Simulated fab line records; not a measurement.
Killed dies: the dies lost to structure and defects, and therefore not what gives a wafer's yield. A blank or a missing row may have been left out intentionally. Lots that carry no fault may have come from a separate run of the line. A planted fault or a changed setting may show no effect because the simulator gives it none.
fab line records	flow nand_harc	part 1 of 2: steps 1 to 21 of 31
[record] lots = 5	wafers = 15	last_day = 33
route steps=1302 shown A_BONDPAD@1213 HYBRID_BOND@1237 THIN_TSV@1244
lots untouched by any fault: they come from a run of this same line in which no faults occurred
start_h: hours from the record's opening day to when the first of the lot's shown wafers began	wait_h: how many hours have passed since the lot's step before this one	" repeats the value in the row above	L1.1+2: a row that stands for several wafers	- no value present, or no start provided	* or withheld: withheld	< > ~ a bound
route shown NAME@n: a module of which the file shows steps, and the number in the route of the first	usual: the fault-free wafers' mean and standard deviation	same: alike in all rows	chamber/n: place in a boat	sites: the reading at each site	_std_site: how widely they spread, as a standard deviation	_edge_site: mean of outer sites minus mean of inner sites	radius_mm: how far each site lies from the wafer's centre	mask NAME#n: copy n	behind: tool/chamber where the wafer was last shaped	hold: why the lot went on hold/how many hours it stayed there/how the hold came to an end	device: the transistor (n, p or np) that didn't switch	end of line: the same wafers' tests at the end of the route	a step given without rows: its recipe and nothing more	killed: at the first sort, the dies lost to defects and structure; wafer yield is something else	map: shows each die of a wafer: x if killed, . if not, _ if none is there
set.NAME: the run value of the setting; set.NAME@STEP: its run value at that earlier step	model.NAME: the simulator's own value behind a step, which no gauge read
lots at selected steps of the route; one table per step, one row per wafer
services: from which hour (start_h, from the record's first day; less than 0 if before it) a tool's chamber was out of use, for how many hours, and why
[[steps]]
[step NHARC_A_BONDPAD_PEB_07]
[recipe] peb_temp_c = 128	peb_time_s = 80
[usual] heater_power_total_W = 189.9/0.79
[same] peb_time_s = 80
lot.wafer	tool	chamber	start_h	wait_h	heater_power_total_W
L077.4	litho_track-07	0	550.01	0.0	190.4
L077.5	"	0	"	"	189.0
L077.6	"	0	"	"	189.5
L078.1	litho_track-07	0	569.63	0.1	190.6
L078.2	"	0	"	"	190.1
L078.3	"	0	"	"	190.0
L079.2	litho_track-03	0	587.80	0.1	188.7
L079.3	"	0	"	"	189.2
L079.5	"	0	"	"	190.9
L088.2	litho_track-02	0	682.12	0.1	188.6
L088.5	"	0	"	"	189.2
L088.6	"	0	"	"	190.8
L095.1	litho_track-02	0	745.82	0.1	190.7
L095.3	"	0	"	"	190.6
L095.5	"	0	"	"	190.9
[step NHARC_A_BONDPAD_DEVELOP_08]
[recipe] time_s = 50	dev_temp_c = 22
lot.wafer	tool	chamber	start_h	wait_h
L077.4+5+6	litho_track-07	0	-	-
L078.1+2+3	litho_track-07	0	-	-
L079.2+3+5	litho_track-03	0	-	-
L088.2+5+6	litho_track-02	0	-	-
L095.1+3+5	litho_track-02	0	-	-
[step NHARC_A_BONDPAD_CD_MEAS_09]
[recipe] target_cd_nm = 500	landing_energy_ev = 500
[usual] cd_nm = 500.1/2
lot.wafer	tool	chamber	start_h	wait_h	cd_nm
L077.4	cd_sem-02	0	550.10	-	500.5
L077.5	"	0	"	"	502.5
L077.6	"	0	"	"	502.7
L078.1	cd_sem-01	0	569.72	-	500.7
L078.2	"	0	"	"	497.7
L078.3	"	0	"	"	500.8
L079.2	cd_sem-03	0	587.88	-	501.7
L079.3	"	0	"	"	497.1
L079.5	"	0	"	"	497.1
L088.2	cd_sem-03	0	682.21	-	499.7
L088.5	"	0	"	"	496.7
L088.6	"	0	"	"	498.6
L095.1	cd_sem-03	0	745.90	-	497.9
L095.3	"	0	"	"	497.3
L095.5	"	0	"	"	503.0
[step NHARC_A_BONDPAD_OVL_MEAS_35]
[usual] overlay_x_nm = -1/5.1	overlay_y_nm = 0/5.3
lot.wafer	tool	chamber	start_h	wait_h	overlay_x_nm	overlay_y_nm
L077.4	overlay-01	-	550.18	-	7	-3
L077.5	"	-	"	"	7	-2
L077.6	"	-	"	"	7	-3
L078.1	overlay-02	-	569.81	-	-5	1
L078.2	"	-	"	"	-5	1
L078.3	"	-	"	"	-5	1
L079.2	overlay-02	-	587.97	-	-1	0
L079.3	"	-	"	"	-1	0
L079.5	"	-	"	"	-1	-1
L088.2	overlay-02	-	682.30	-	0	-5
L088.5	"	-	"	"	0	-5
L088.6	"	-	"	"	0	-6
L095.1	overlay-02	-	745.99	-	-3	3
L095.3	"	-	"	"	-4	3
L095.5	"	-	"	"	-3	3
[step NHARC_A_BONDPAD_HARDBAKE_10]
[recipe] temp_c = 118	time_s = 65
[usual] heater_power_total_W = 195.8/0.36
lot.wafer	tool	chamber	start_h	wait_h	heater_power_total_W
L077.4	litho_track-02	0	550.23	0.1	195.2
L077.5	"	0	"	"	195.4
L077.6	"	0	"	"	195.7
L078.1	litho_track-02	0	569.86	0.0	195.4
L078.2	"	0	"	"	195.3
L078.3	"	0	"	"	196.2
L079.2	litho_track-07	0	588.02	0.0	196.0
L079.3	"	0	"	"	196.0
L079.5	"	0	"	"	196.1
L088.2	litho_track-03	0	682.35	0.0	196.1
L088.5	"	0	"	"	196.1
L088.6	"	0	"	"	195.1
L095.1	litho_track-07	0	746.04	0.0	196.0
L095.3	"	0	"	"	196.1
L095.5	"	0	"	"	195.2
[step NHARC_A_BONDPAD_DESCUM_11]
[recipe] time_s = 3	o2_flow_sccm = 200	ar_flow_sccm = 0	bias_power_w = 0	chemistry = O2
[usual] drypump_motor_current_A = 5.6/0.4	oes_product_au = 0.999/0.01	rf_vpp_V = 58.0/0.93	showerhead_plenum_p_Torr = 1.95/0.097	throttle_valve_pct = 11.311/0.0098
lot.wafer	tool	chamber	start_h	wait_h	drypump_motor_current_A	oes_product_au	rf_hours_counter_h	rf_vpp_V	showerhead_plenum_p_Torr	throttle_valve_pct
L077.4	rie_diel-09	0	550.31	-	5.3	0.999	7	57.9	1.78	11.324
L077.6	"	3	"	"	6.0	1.003	-	59.2	2.03	11.317
L077.5	"	0	"	"	5.3	0.991	-	57.2	1.78	11.309
L078.3	rie_diel-02	2	569.94	-	6.3	0.998	56	57.0	1.87	11.303
L078.2	"	0	"	"	5.1	1.002	57	58.4	1.91	11.306
L078.1	"	1	"	"	6.4	0.990	58	58.5	1.94	11.292
L079.2	rie_diel-04	2	588.09	-	5.8	1.012	1	58.3	2.00	11.316
L079.3	"	3	"	"	5.4	0.996	1	58.1	2.05	11.291
L079.5	"	2	"	"	5.8	1.007	-	58.2	2.00	11.303
L088.2	rie_diel-04	3	682.45	-	5.4	0.993	4	57.7	2.05	11.304
L088.5	"	0	"	"	6.2	0.989	-	59.1	2.06	11.315
L088.6	"	2	"	"	5.8	0.995	-	58.9	2.00	11.311
L095.3	rie_diel-04	1	746.11	-	5.3	0.979	1	56.6	1.95	11.302
L095.1	"	3	"	"	5.4	1.002	1	57.3	2.05	11.322
L095.5	"	1	"	"	5.3	0.987	-	58.3	1.95	11.306
[step NHARC_A_BONDPAD_ETCH_34]
[recipe] target_depth_a = 600	overetch_a = 180	time_s = 65.91	ion_energy_ev = 200	n2_flow_sccm = 150	h2_flow_sccm = 150	ar_flow_sccm = 0	rf_w = 400	bias_w = 150	chemistry = N2/H2
[usual] drypump_motor_current_A = 5.6/0.4	n2_flow_sccm = 149.9/0.44	oes_product_au = 1.000/0.01	rf_fwd_power_W = 396.6/1.2	rf_vpp_V = 432/3.1	showerhead_plenum_p_Torr = 2.09/0.11	throttle_valve_pct = 14.172/0.009
lot.wafer	tool	chamber	start_h	wait_h	drypump_motor_current_A	n2_flow_sccm	oes_product_au	rf_fwd_power_W	rf_hours_counter_h	rf_vpp_V	showerhead_plenum_p_Torr	throttle_valve_pct
L077.4	rie_diel-09	2	550.40	0.1	5.1	150.3	0.999	398.1	8	427	1.88	14.163
L077.6	"	0	"	"	5.3	149.5	0.990	396.7	-	426	1.89	14.161
L077.5	"	1	"	"	5.4	150.2	1.015	396.2	-	432	2.07	14.158
L078.1	rie_diel-02	0	570.02	0.1	5.1	150.3	0.991	396.9	57	430	2.04	14.180
L078.3	"	1	"	"	6.3	150.3	0.991	397.9	58	429	2.07	14.174
L078.2	"	2	"	"	6.3	150.2	0.994	397.0	56	430	1.99	14.175
L079.3	rie_diel-04	0	588.18	0.1	6.1	149.3	0.996	397.6	1	436	2.20	14.161
L079.2	"	1	"	"	5.2	149.6	1.003	398.1	1	432	2.08	14.168
L079.5	"	1	"	"	5.3	149.7	0.998	399.1	-	431	2.08	14.191
L088.2	rie_diel-04	0	682.53	0.1	6.2	149.8	0.994	394.9	4	434	2.20	14.163
L088.5	"	3	"	"	5.4	150.8	0.997	395.6	-	435	2.19	14.169
L088.6	"	2	"	"	5.8	149.1	1.000	397.5	-	433	2.13	14.181
L095.3	rie_diel-04	3	746.20	0.1	5.4	149.9	1.010	396.4	1	434	2.19	14.165
L095.1	"	2	"	"	5.8	149.8	0.991	396.2	1	433	2.13	14.155
L095.5	"	3	"	"	5.4	150.1	1.008	396.7	-	435	2.19	14.177
[step NHARC_A_BONDPAD_ETCH_12]
[recipe] target_depth_a = 2200	time_s = 110	chf3_flow_sccm = 50	o2_flow_sccm = 10	ar_flow_sccm = 200	rf_w = 500	bias_w = 200	chemistry = CHF3/O2
[usual] drypump_motor_current_A = 5.6/0.4	oes_product_au = 0.947/0.021	rf_fwd_power_W = 496.8/1.6	rf_vpp_V = 371.8/2.6	showerhead_plenum_p_Torr = 2.45/0.12	throttle_valve_pct = 20.573/0.0092
lot.wafer	tool	chamber	start_h	wait_h	drypump_motor_current_A	oes_product_au	rf_fwd_power_W	rf_hours_counter_h	rf_vpp_V	showerhead_plenum_p_Torr	throttle_valve_pct
L077.4	rie_diel-09	1	-	-	5.4	0.938	495.9	8	369.5	2.44	20.577
L077.5	"	3	"	"	6.0	0.916	495.6	-	375.5	2.54	20.574
L077.6	"	0	"	"	5.3	0.921	497.8	-	366.5	2.24	20.573
L078.3	rie_diel-02	2	-	-	6.4	0.911	496.3	56	368.4	2.35	20.561
L078.1	"	3	"	"	5.2	0.914	495.7	53	370.2	2.34	20.576
L078.2	"	0	"	"	5.1	0.935	497.2	57	371.2	2.40	20.571
L079.3	rie_diel-04	0	-	-	6.2	0.979	495.1	2	374.4	2.58	20.585
L079.2	"	3	"	"	5.4	0.956	496.3	2	375.1	2.57	20.566
L079.5	"	0	"	"	6.2	0.981	498.3	-	376.0	2.58	20.582
L088.2	rie_diel-04	2	-	-	5.8	0.956	495.7	4	373.0	2.51	20.575
L088.6	"	2	"	"	5.8	0.955	496.0	-	374.1	2.51	20.571
L088.5	"	0	"	"	6.2	0.948	499.1	-	376.3	2.58	20.586
L095.1	rie_diel-04	3	-	-	5.4	0.964	495.4	1	373.9	2.56	20.581
L095.3	"	2	"	"	5.8	0.940	499.3	1	372.9	2.50	20.581
L095.5	"	0	"	"	6.2	0.956	496.7	-	373.6	2.58	20.571
[step NHARC_A_BONDPAD_CD_MEAS_13]
[usual] cd_nm = 499.7/2
lot.wafer	tool	chamber	start_h	wait_h	cd_nm
L077.4	cd_sem-02	-	550.63	-	499.7
L077.5	"	-	"	"	501.2
L077.6	"	-	"	"	500.4
L078.1	cd_sem-03	-	570.25	-	498.7
L078.2	"	-	"	"	497.0
L078.3	"	-	"	"	498.4
L079.2	cd_sem-03	-	588.41	-	501.5
L079.3	"	-	"	"	496.5
L079.5	"	-	"	"	496.0
L088.2	cd_sem-01	-	682.79	-	499.8
L088.5	"	-	"	"	496.9
L088.6	"	-	"	"	498.1
L095.1	cd_sem-02	-	746.43	-	498.2
L095.3	"	-	"	"	497.9
L095.5	"	-	"	"	503.1
[step NHARC_A_BONDPAD_STRIP_15]
[recipe] o2_flow_sccm = 500	ar_flow_sccm = 0	bias_w = 0	chemistry = O2
[usual] drypump_motor_current_A = 5.6/0.38	oes_product_au = 0.998/0.0095	rf_vpp_V = 58.0/0.83	showerhead_plenum_p_Torr = 3.65/0.14	throttle_valve_pct = 17.036/0.0088
lot.wafer	tool	chamber	start_h	wait_h	drypump_motor_current_A	oes_product_au	rf_hours_counter_h	rf_vpp_V	showerhead_plenum_p_Torr	throttle_valve_pct
L077.6	rie_diel-04	3	550.76	0.1	5.4	0.987	-	59.1	3.76	17.041
L077.4	"	0	"	"	6.2	0.992	-	58.2	3.78	17.033
L077.5	"	2	"	"	5.8	0.986	-	56.7	3.68	17.040
L078.2	rie_diel-04	0	570.33	0.1	6.2	0.997	1	58.0	3.78	17.044
L078.3	"	1	"	"	5.3	0.998	1	57.2	3.59	17.048
L078.1	"	2	"	"	5.8	0.994	1	57.7	3.68	17.035
L079.3	rie_diel-04	1	588.48	0.1	5.2	0.996	1	57.2	3.59	17.038
L079.2	"	3	"	"	5.4	1.004	2	57.6	3.76	17.046
L079.5	"	2	"	"	5.8	1.003	-	57.2	3.68	17.034
L088.2	rie_diel-04	3	682.88	0.1	5.4	0.991	4	59.8	3.76	17.045
L088.6	"	2	"	"	5.8	0.985	-	58.5	3.68	17.047
L088.5	"	0	"	"	6.2	0.995	-	58.9	3.78	17.022
L095.3	rie_diel-04	3	746.52	0.1	5.4	1.004	1	59.1	3.76	17.034
L095.1	"	0	"	"	6.2	0.999	1	58.4	3.78	17.040
L095.5	"	3	"	"	5.4	1.008	-	57.8	3.76	17.041
[step NHARC_A_BONDPAD_ETCH_24]
[recipe] target_depth_a = 300	over_etch_frac = 0.3	time_s = 72.99	ion_energy_ev = 150	cf4_flow_sccm = 50	n2_flow_sccm = 100	ar_flow_sccm = 150	rf_w = 300	bias_w = 100	chemistry = CF4/N2
[usual] drypump_motor_current_A = 5.6/0.38	n2_flow_sccm = 100.04/0.28	oes_product_au = 1.002/0.0088	rf_fwd_power_W = 297.3/1	rf_vpp_V = 315.6/2.1	showerhead_plenum_p_Torr = 2.72/0.11	throttle_valve_pct = 19.796/0.0086
lot.wafer	tool	chamber	start_h	wait_h	drypump_motor_current_A	n2_flow_sccm	oes_product_au	rf_fwd_power_W	rf_hours_counter_h	rf_vpp_V	showerhead_plenum_p_Torr	throttle_valve_pct
L077.5	rie_diel-04	0	550.90	0.1	6.1	99.44	1.003	296.6	-	316.7	2.82	19.791
L077.6	"	2	"	"	5.8	99.94	1.000	296.4	-	314.8	2.74	19.788
L077.4	"	3	"	"	5.4	100.14	1.002	296.3	-	316.2	2.80	19.794
L078.3	rie_diel-04	3	-	-	5.4	99.91	1.002	295.7	1	317.2	2.80	19.801
L078.2	"	0	"	"	6.2	100.54	0.998	297.0	1	317.5	2.82	19.791
L078.1	"	2	"	"	5.8	100.09	0.995	298.0	1	317.1	2.74	19.797
L079.2	rie_diel-04	2	-	-	5.8	100.05	0.992	297.1	1	316.0	2.74	19.781
L079.3	"	3	"	"	5.3	99.76	1.002	297.7	2	315.0	2.80	19.813
L079.5	"	3	"	"	5.4	100.10	1.000	296.6	-	316.7	2.80	19.796
L088.2	rie_diel-04	0	683.05	0.1	6.2	100.25	0.998	297.7	4	317.7	2.82	19.814
L088.6	"	0	"	"	6.1	100.05	1.001	297.6	-	317.8	2.82	19.782
L088.5	"	2	"	"	5.8	100.28	1.004	296.8	-	316.1	2.74	19.798
L095.3	rie_diel-04	1	-	-	5.3	99.53	0.991	298.0	1	315.3	2.67	19.769
L095.1	"	3	"	"	5.4	99.60	1.007	296.6	1	316.3	2.80	19.795
L095.5	"	2	"	"	5.8	99.91	0.994	297.5	-	315.5	2.74	19.791
[step NHARC_A_BONDPAD_STRIP_16]
[recipe] time_s = 600	temp_c = 30	chemistry = post_etch_residue_remover
lot.wafer	tool	chamber	start_h	wait_h
L077.6+5+4	wet_bench-10	6,7,0	551.02	-
L078.3+2+1	wet_bench-08	7,2,4	570.61	-
L079.5+3+2	wet_bench-08	5,6,0	588.77	-
L088.6+5+2	wet_bench-10	6,7,0	683.20	-
L095.3+1+5	wet_bench-10	5,0,1	746.79	-
[step NHARC_A_BONDPAD_DEGAS_25]
[recipe] temp_c = 300	time_s = 60
[usual] heater_power_w = 449/25
lot.wafer	tool	chamber	start_h	wait_h	heater_power_w
L077.4	pvd_sputter-01	-	551.30	-	420
L077.5	"	-	"	"	482
L077.6	"	-	"	"	440
L078.1	pvd_sputter-03	-	570.88	-	449
L078.3	"	-	"	"	439
L078.2	"	-	"	"	440
L079.3	pvd_sputter-02	-	589.04	-	458
L079.2	"	-	"	"	461
L079.5	"	-	"	"	453
L088.2	pvd_sputter-03	-	683.47	-	456
L088.6	"	-	"	"	446
L088.5	"	-	"	"	462
L095.3	pvd_sputter-01	-	747.06	-	423
L095.1	"	-	"	"	524
L095.5	"	-	"	"	436
[step NHARC_A_BONDPAD_PRE_CLEAN_26]
[recipe] time_s = 30	temp_c = 280	gas = H2/He
[usual] heater_power_w = 395/21
lot.wafer	tool	chamber	start_h	wait_h	heater_power_w
L077.4	pvd_sputter-01	-	-	-	354
L077.5	"	-	"	"	396
L077.6	"	-	"	"	355
L078.1	pvd_sputter-03	-	-	-	412
L078.3	"	-	"	"	390
L078.2	"	-	"	"	400
L079.2	pvd_sputter-02	-	-	-	410
L079.3	"	-	"	"	409
L079.5	"	-	"	"	396
L088.2	pvd_sputter-03	-	-	-	396
L088.5	"	-	"	"	395
L088.6	"	-	"	"	400
L095.3	pvd_sputter-01	-	-	-	332
L095.1	"	-	"	"	449
L095.5	"	-	"	"	446
[step NHARC_A_BONDPAD_PVD_17]
[recipe] target_thk_a = 50	bias_v = 168.6	power_w = 15000	chamber_pressure_pa = 0.12	time_s = 8.06	substrate_temp_c = 50	material = TaN
[usual] substrate_temp_c = 50.00/0.1	throttle_valve_pct = 29.7/0.99
lot.wafer	tool	chamber	start_h	wait_h	substrate_temp_c	throttle_valve_pct
L077.4	pvd_sputter-01	-	-	-	50.18	29.3
L077.5	"	-	"	"	49.92	31.2
L077.6	"	-	"	"	50.00	29.5
L078.1	pvd_sputter-03	-	-	-	49.79	29.0
L078.3	"	-	"	"	50.18	29.8
L078.2	"	-	"	"	50.10	29.1
L079.2	pvd_sputter-02	-	-	-	49.89	31.5
L079.3	"	-	"	"	50.06	29.4
L079.5	"	-	"	"	49.92	28.1
L088.2	pvd_sputter-03	-	-	-	50.24	29.2
L088.5	"	-	"	"	50.03	29.6
L088.6	"	-	"	"	50.08	29.3
L095.3	pvd_sputter-01	-	-	-	49.92	29.3
L095.1	"	-	"	"	50.00	29.1
L095.5	"	-	"	"	50.06	29.0
[step NHARC_A_BONDPAD_PVD_27]
[recipe] target_thk_a = 300	chamber_pressure_pa = 5	power_w = 5000	substrate_temp_c = 30	time_s = 20.49	material = Cu
[usual] substrate_temp_c = 30.00/0.11	throttle_valve_pct = 29.7/0.98
lot.wafer	tool	chamber	start_h	wait_h	substrate_temp_c	throttle_valve_pct
L077.4	pvd_sputter-01	-	-	-	30.09	29.4
L077.5	"	-	"	"	30.06	30.6
L077.6	"	-	"	"	30.08	29.6
L078.1	pvd_sputter-03	-	-	-	29.95	29.2
L078.3	"	-	"	"	29.89	29.3
L078.2	"	-	"	"	29.97	29.6
L079.3	pvd_sputter-02	-	-	-	29.96	29.3
L079.2	"	-	"	"	29.87	28.3
L079.5	"	-	"	"	29.87	30.9
L088.2	pvd_sputter-03	-	-	-	30.04	29.0
L088.5	"	-	"	"	29.95	29.3
L088.6	"	-	"	"	29.97	29.6
L095.3	pvd_sputter-01	-	-	-	29.86	31.9
L095.1	"	-	"	"	30.27	29.4
L095.5	"	-	"	"	30.16	32.0
[step NHARC_A_BONDPAD_ECD_18]
[recipe] target_thk_a = 4000	bath_temp_c = 25	material = Cu
lot.wafer	tool	chamber	start_h	wait_h
L077.4+5+6	ecd_cu-01	0,0,1	551.75	-
L078.2+1+3	ecd_cu-01	1,0,1	571.24	-
L079.2+3+5	ecd_cu-02	1,0,1	589.44	-
L088.2+5+6	ecd_cu-01	0,1,0	683.88	-
L095.1+3+5	ecd_cu-01	1,0,0	747.42	-
[step NHARC_A_BONDPAD_ANNEAL_28]
[recipe] temp_c = 225	time_s = 90
[usual] wafer_temp_C_max = 226.0/0.53
lot.wafer	tool	chamber	start_h	wait_h	wafer_temp_C_max
L077.4	rtp_anneal-01	0	552.21	0.4	225.6
L077.5	"	0	"	"	225.6
L077.6	"	0	"	"	225.9
L078.1	rtp_anneal-01	0	571.62	0.3	225.6
L078.2	"	0	"	"	225.6
L078.3	"	0	"	"	225.8
L079.2	rtp_anneal-02	0	589.82	-	226.5
L079.3	"	0	"	"	226.6
L079.5	"	0	"	"	226.9
L088.2	rtp_anneal-02	0	684.26	0.3	226.9
L088.5	"	0	"	"	226.8
L088.6	"	0	"	"	227.2
L095.1	rtp_anneal-01	0	747.87	0.4	225.3
L095.3	"	0	"	"	225.9
L095.5	"	0	"	"	225.9
[step NHARC_A_BONDPAD_CMP_19]
[recipe] t_overpolish_s = 30	cu_recess_touch_s = 16	target_thk_nm = 169.82
[usual] motor_current_A = 11.6/1.2	overpolish_run_s = 30.000/0.0088	pad_life_wafers = 200/90
lot.wafer	tool	chamber	start_h	wait_h	motor_current_A	overpolish_run_s	pad_life_wafers
L077.4	cmp-01	0	552.43	-	11.6	29.988	301
L077.5	"	3	"	"	10.1	29.980	-
L077.6	"	0	"	"	11.6	30.003	-
L078.3	cmp-02	2	571.99	-	13.3	30.002	133
L078.1	"	3	"	"	13.8	29.999	134
L078.2	"	0	"	"	11.0	29.996	135
L079.2	cmp-01	2	590.11	-	11.5	30.011	18
L079.3	"	3	"	"	10.4	30.002	19
L079.5	"	2	"	"	10.9	30.006	-
L088.2	cmp-02	3	684.60	-	13.4	30.003	181
L088.5	"	2	"	"	13.1	29.992	-
L088.6	"	3	"	"	13.0	29.992	-
L095.1	cmp-01	2	748.22	-	11.7	30.006	252
L095.3	"	3	"	"	10.0	29.981	253
L095.5	"	2	"	"	10.8	30.003	-
[step NHARC_A_BONDPAD_THK_MEAS_20]
[recipe] thk_meas_gauge = xrf
[usual] thk_nm = 169.7/1.4
lot.wafer	tool	chamber	start_h	wait_h	thk_nm
L077.4	film_metro-02	-	552.72	-	168.8
L077.5	"	-	"	"	169.6
L077.6	"	-	"	"	171.0
L078.1	film_metro-01	-	572.28	-	169.6
L078.2	"	-	"	"	171.1
L078.3	"	-	"	"	169.4
L079.2	film_metro-02	-	590.44	-	167.8
L079.3	"	-	"	"	168.2
L079.5	"	-	"	"	170.5
L088.2	film_metro-01	-	684.89	-	171.4
L088.5	"	-	"	"	171.0
L088.6	"	-	"	"	170.3
L095.1	film_metro-02	-	748.54	-	169.0
L095.3	"	-	"	"	168.9
L095.5	"	-	"	"	168.3
[step NHARC_A_BONDPAD_SRD_21]
[recipe] time_s = 30	temp_c = 23	dry_time_s = 20	spin_rpm = 1500
[usual] co2_resistivity_mohm_cm = 0.2001/0.002
[same] dry_time_s = 20
lot.wafer	tool	chamber	start_h	wait_h	co2_resistivity_mohm_cm
L077.5	wet_bench-08	5	552.76	0.0	0.1986
L077.4	"	1	"	"	0.2010
L077.6	"	2	"	"	0.2007
L078.2	wet_bench-10	3	572.33	0.0	0.2010
L078.1	"	4	"	"	0.2017
L078.3	"	6	"	"	0.1986
L079.3	wet_bench-10	2	590.49	0.0	0.2006
L079.5	"	4	"	"	0.2007
L079.2	"	6	"	"	0.2009
L088.6	wet_bench-08	4	684.94	0.0	0.2005
L088.2	"	5	"	"	0.1979
L088.5	"	6	"	"	0.1997
L095.1	wet_bench-10	0	748.58	0.0	0.1996
L095.3	"	1	"	"	0.1995
L095.5	"	5	"	"	0.1991
